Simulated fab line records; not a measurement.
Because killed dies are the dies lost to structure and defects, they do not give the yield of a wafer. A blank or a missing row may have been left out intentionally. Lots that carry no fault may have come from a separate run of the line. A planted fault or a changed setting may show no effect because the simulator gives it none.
Matching of chambers + flow n5_finfet + N5_GATE_CUT_STRIP_59 on rie_diel-03 has 4 sister chambers
The step strips in N2/H2, time 20 s. 4 wafers are shown with their chamber, then 8 later ones without.

WAFERS WITH THEIR CHAMBER
| wafer  | chamber | showerhead_plenum_p_Torr (Torr) |
|--------|---------|---------------------------------|
| L076.2 | 1       | 3.38                            |
| L088.4 | 2       | 3.22                            |
| L088.5 | 0       | 3.55                            |
| L089.2 | 3       | 3.50                            |

WAFERS WITH NO CHAMBER GIVEN
| wafer  | showerhead_plenum_p_Torr (Torr) |
|--------|---------------------------------|
| L089.4 | 3.36                            |
| L089.5 | 3.55                            |
| L090.1 | 3.36                            |
| L090.4 | 3.55                            |
| L090.5 | 3.50                            |
| L095.1 | 3.35                            |
| L095.2 | 3.54                            |
| L095.4 | 3.22                            |

EACH ONE'S CHAMBER
| wafer  | from the rows above | in truth |
|--------|---------------------|----------|
| L089.4 | 1                   | 1        |
| L089.5 | 0                   | 0        |
| L090.1 | 1                   | 1        |
| L090.4 | 0                   | 0        |
| L090.5 | 3                   | 3        |
| L095.1 | 1                   | 1        |
| L095.2 | 0                   | 0        |
| L095.4 | 2                   | 2        |
Placed correctly: 8 of 8. Left unplaced by these rows: 0. Placed wrongly: 0.
How it was worked out, from the rows above alone: a wafer's distance from a chamber is the root of the sum, over the readings, of the square of ((its reading less the chamber's mean) divided by the reading's scatter). The wafer belongs to the nearest chamber; if the next one is less than 2 further off, it can't be placed. A chamber's mean is the mean of its shown wafers. The scatter: with one shown wafer a chamber, the root of the mean of the squares of how far each hidden wafer lies from its nearest shown one.
